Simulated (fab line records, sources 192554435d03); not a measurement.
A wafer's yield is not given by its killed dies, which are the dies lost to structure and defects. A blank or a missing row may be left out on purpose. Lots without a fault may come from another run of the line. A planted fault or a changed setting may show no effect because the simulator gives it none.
Lot-split experiment	flow n5Finfet	21 wafers read across 7 lots, on a route 1938 steps long

== THE SPLIT ==
At N5_BEOL_M14_SPUTTER_43 (material TaN, target thk 15 nm, time 24.19 s), the setting powerW was moved away from the recipe's 15000 W on 9 of the 21 wafers read, by -13.5% to +6.5%. The other wafers ran this setting at the recipe's value.

The reading comes from the split's own step.

== THE READING ==
TaN_of_BEOL_M14_SPUTTER_43.thkNm (the simulator's own value, which no gauge read), in nm, at N5_BEOL_M14_SPUTTER_43 (material TaN, target thk 15 nm, time 24.19 s). The file does not state a usual value for it. Average 15.1 nm, standard deviation 0.21 nm, over the 12 wafers here run with the recipe.

wafer	tool, chamber at the split	powerW as run, W	against the recipe	TaN_of_BEOL_M14_SPUTTER_43.thkNm, nm	against lot-mates on the recipe
L079.3	pvdSputter-01, -	15000	recipe	15	-
L079.4	pvdSputter-01, -	13340	-11.1%	13.2	-1.8
L079.6	pvdSputter-01, -	13340	-11.1%	13.2	-1.8
L081.1	pvdSputter-03, -	12980	-13.5%	13	-1.8
L081.2	pvdSputter-03, -	15000	recipe	14.8	-
L081.4	pvdSputter-03, -	12980	-13.5%	12.8	-2.0
L088.1	pvdSputter-01, -	14280	-4.8%	14.4	-0.9
L088.3	pvdSputter-01, -	15000	recipe	15.2	-
L088.4	pvdSputter-01, -	15000	recipe	15.4	-
L091.2	pvdSputter-03, -	13330	-11.1%	13.2	-2.0
L091.3	pvdSputter-03, -	15000	recipe	15.2	-
L091.5	pvdSputter-03, -	13330	-11.1%	13.4	-1.8
L094.3	pvdSputter-01, -	12980	-13.5%	13	-1.9
L094.4	pvdSputter-01, -	15000	recipe	14.6	-
L094.6	pvdSputter-01, -	15000	recipe	15.2	-
L096.3	pvdSputter-02, -	15000	recipe	15.2	-
L096.6	pvdSputter-02, -	15000	recipe	15.2	-
L096.4	pvdSputter-02, -	15000	recipe	15	-
L095.2	pvdSputter-02, -	15000	recipe	15.2	-
L095.3	pvdSputter-02, -	15000	recipe	15	-
L095.6	pvdSputter-02, -	15980	+6.5%	16	+0.9

THE FIT
A straight line over all 21 wafers: TaN_of_BEOL_M14_SPUTTER_43.thkNm changes by +0.16 nm for each +1% of powerW; r = +0.98; the points scatter about the line by 0.18 nm.
The same after taking each lot's own level away (the mean of its wafers on the recipe; 21 wafers): +0.152 nm for each +1%; r = +0.99; scatter 0.16 nm.
That fit puts the effect of the largest move of powerW on the reading at 2 nm.
The lots' own levels span 14.80 to 15.30 nm, that is 2.4 times the standard deviation above.
The two slopes agree, so the slope changes little with the lot-to-lot level.
Check: with one of the wafers moved furthest among these (-13.5%) left out of the fit, the line predicts -2.12 nm for it against its lot-mates. Against them it came out at -1.8 nm.

== THE OTHER SPLITS THESE WAFERS WENT THROUGH ==
Other splits were also applied to these wafers ahead of the reading. Each is held against what the fit with the lots' levels taken away leaves over:
other split on the same wafers	wafers away from the commonest value	r with TaN_of_BEOL_M14_SPUTTER_43.thkNm (lot level and that fit taken away)
N5_BEOL_M13_ILD_DEP_00 timeS	8	+0.44
N5_BEOL_M14_PEB_08 pebTempC	9	-0.12

== THE FILE'S OWN FIT ==
TaN_of_BEOL_M14_SPUTTER_43.thkNm changes by +0.152 nm for each +1% of powerW, r = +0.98.
